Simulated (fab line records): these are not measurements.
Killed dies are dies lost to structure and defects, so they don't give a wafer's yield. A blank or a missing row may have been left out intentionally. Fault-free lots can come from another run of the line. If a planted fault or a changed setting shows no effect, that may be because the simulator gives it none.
Comparing a struck lot with a sound one :: flow n5Finfet :: 15 out of 1938 route steps
Sound: wafers L918.3, L918.4, L918.5. Struck: wafers L921.2, L921.3, L921.5. The cause comes at the end.
At each step with rows: each side's tool, then ch and its chambers, then its first start. Under that, the readings that differ: sound wafers :: struck wafers :: difference of the means :: sigmas: that difference in standard deviations of wafers without a fault.
alike: a reading whose means differ by less than 2 such deviations, as well as words and numbers matching on both sides. not compared: withheld readings; readings where some wafer has no value; bounds like >300 that might hide an equal value; numbers whose values overlap and for which the record gives no deviation.
A row with sigmas, a row that says differs or no value, or rows on one side alone: a step with any of these is where the two part. Non-overlapping numbers with no deviation appear without sigmas and do not part them. A reading that every wafer of one side lacks parts them only if that side has two wafers or more.

N5_BEOL_M8_CD_MEAS_35: target cd 40 nm.
  sound: cdSem-03 at day 11 14:26; struck: cdSem-03 at day 12 20:58
  alike: cdNm
N5_BEOL_M8_CURE_75: cures SiCOH lowk, time 120 s.
  sound on uvCure-01 ch 0, day 11 14:34; struck on uvCure-01 ch 0, day 12 21:04
  alike: lampPowerPct, wafer_temp_C_max
then, 3 steps without rows for these wafers: N5_BEOL_M8_DEGAS_44 (time 60 s); N5_BEOL_M8_PRE_CLEAN_45 (time 30 s); N5_BEOL_M8_ALD_77 (deposits TaN, target thk 2 nm, pulse time 2 s, purge time 3 s).
N5_BEOL_M8_SURFACE_TREAT_79:
  sound: pvdSputter-02 at day 11 15:19; struck: pvdSputter-01 at day 12 21:59
  not compared: throttleValvePct
then, 3 steps without rows for these wafers: N5_BEOL_M8_CVD_78 (deposits Co from CCTBA/H2, target thk 2 nm, time 142.3 s); N5_BEOL_M8_SPUTTER_48 (material Cu, target thk 10 nm, time 1.667 s); N5_BEOL_M8_ECD_50 (material Cu, target thk 300 nm).
N5_BEOL_M8_ANNEAL_51: time 90 s.
  sound on rtpAnneal-01 ch 0, day 11 16:16; struck on rtpAnneal-02 ch 0, day 12 22:41
  alike: annealTempC, wafer_temp_C_max
N5_BEOL_M8_CMP_52: polishes, stops on SiCOH lowk, t overpolish 6.9 s, target thk 80 nm.
  sound on cmp-01 ch 0,1,2, day 11 16:40; struck on cmp-03 ch 0,1,2, day 12 23:04
  alike: barrierFieldEndpointS, motorCurrentA, overpolishRunS, timeToEndpointS
N5_BEOL_M8_THK_MEAS_53: measures by xrf.
  sound: filmMetro-02 at day 11 16:53; struck: filmMetro-02 at day 12 23:22
  alike: M8_THK
N5_BEOL_M8_PRE_CLEAN_55: time 15 s.
  sound on pecvd-03 ch 1,2, day 11 16:55; struck on pecvd-03 ch 0,1,2, day 12 23:24
reading: rfFwdPowerW (W)
sound: 297.0 297.2 298.6
struck: 264.7 262.8 260.3
difference: -35.0
sigmas: -19
  not compared: sinceWetCleanH
N5_BEOL_M8_DEP_56: deposits SiCN from 3MS/NH3, target thk 10 nm, time 17.5 s.
  sound on pecvd-03 ch 1,2, day 11 16:57; struck on pecvd-03 ch 0,1,2, day 12 23:25
  alike: showerheadPlenumPTorr, throttleValvePct
  not compared: sinceWetCleanH
-- here the record skips 3 days between the struck wafers' starts before and after, leaving off in module BEOL_M8 and picking up in module PASSIVATION (first step shown: number 1936 of the route) --
N5_PASSIVATION_PROBE_49:
  sound: prober-01 at day 14 10:33; struck: prober-01 at day 15 11:34
  alike: defectLimitedYield, killed_at_M0_to_M3, killed_at_M4_up, killedAtContacts, killedAtFrontEnd, killedAtOther, killedDies, killedOpen, killedShort, sort_bin_5_function, sort_bin_6_memory, sortNPass, sortYieldPct

WHERE THEY PART
N5_BEOL_M8_PRE_CLEAN_55 only, going by this record. Later steps at which nothing parts them and some readings are alike: N5_BEOL_M8_DEP_56, N5_PASSIVATION_PROBE_49.

WHY: what had been put in by the simulator
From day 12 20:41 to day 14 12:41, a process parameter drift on pecvd-03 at N5_BEOL_M8_PRE_CLEAN_55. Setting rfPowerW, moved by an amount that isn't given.
